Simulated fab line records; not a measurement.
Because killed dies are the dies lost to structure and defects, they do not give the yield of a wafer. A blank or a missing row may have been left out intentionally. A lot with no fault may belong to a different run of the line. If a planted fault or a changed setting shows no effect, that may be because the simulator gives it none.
Chamber matching :: flow nand-harc :: 4 sister chambers for NHARC_A_STAIRCASE_CMP_472 on cmp-03
The step polishes SiO2. 8 wafers are shown with their chamber, then 10 later ones without.

## WAFERS WITH THEIR CHAMBER
wafer: L082.3
chamber: 0
motor-current-A (A): 13.6

wafer: L083.3
chamber: 3
motor-current-A (A): 10.4

wafer: L083.4
chamber: 0
motor-current-A (A): 13.1

wafer: L083.5
chamber: 1
motor-current-A (A): 12.3

wafer: L086.1
chamber: 3
motor-current-A (A): 11.0

wafer: L086.5
chamber: 1
motor-current-A (A): 11.9

wafer: L087.4
chamber: 2
motor-current-A (A): 12.5

wafer: L087.5
chamber: 2
motor-current-A (A): 12.1

## WAFERS MISSING THEIR CHAMBER
wafer: L087.6
motor-current-A (A): 12.0

wafer: L093.1
motor-current-A (A): 13.5

wafer: L093.2
motor-current-A (A): 10.5

wafer: L093.5
motor-current-A (A): 12.1

wafer: L094.1
motor-current-A (A): 13.2

wafer: L094.2
motor-current-A (A): 11.3

wafer: L094.5
motor-current-A (A): 12.0

wafer: L095.1
motor-current-A (A): 12.1

wafer: L095.2
motor-current-A (A): 13.0

wafer: L095.5
motor-current-A (A): 12.1

## EACH ONE'S CHAMBER
wafer: L087.6
from the rows above: can't be placed: 1 or 2
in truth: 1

wafer: L093.1
from the rows above: 0
in truth: 0

wafer: L093.2
from the rows above: 3
in truth: 3

wafer: L093.5
from the rows above: can't be placed: 1 or 2
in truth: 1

wafer: L094.1
from the rows above: 0
in truth: 0

wafer: L094.2
from the rows above: can't be placed: 3 or 1 or 2
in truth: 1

wafer: L094.5
from the rows above: can't be placed: 1 or 2
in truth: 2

wafer: L095.1
from the rows above: can't be placed: 1 or 2
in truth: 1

wafer: L095.2
from the rows above: can't be placed: 0 or 2 or 1
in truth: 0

wafer: L095.5
from the rows above: can't be placed: 1 or 2
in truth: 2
Placed correctly: 3 of 10. Unplaceable from these rows: 7, with the true chamber sitting among the candidates in 7. Wrongly placed: 0.
How it was worked out, from the rows above alone: a wafer's distance from a chamber is the root of the sum, over the readings, of the square of ((its reading less the chamber's mean) divided by the reading's scatter). The wafer belongs to the nearest chamber; if the next one is less than 2 further off, it can't be placed. The mean given for a chamber averages the wafers shown for that chamber. The scatter is the square root of a quotient: the sum, over the shown wafers, of each reading's squared deviation from its chamber's mean, divided by wafers minus chambers.
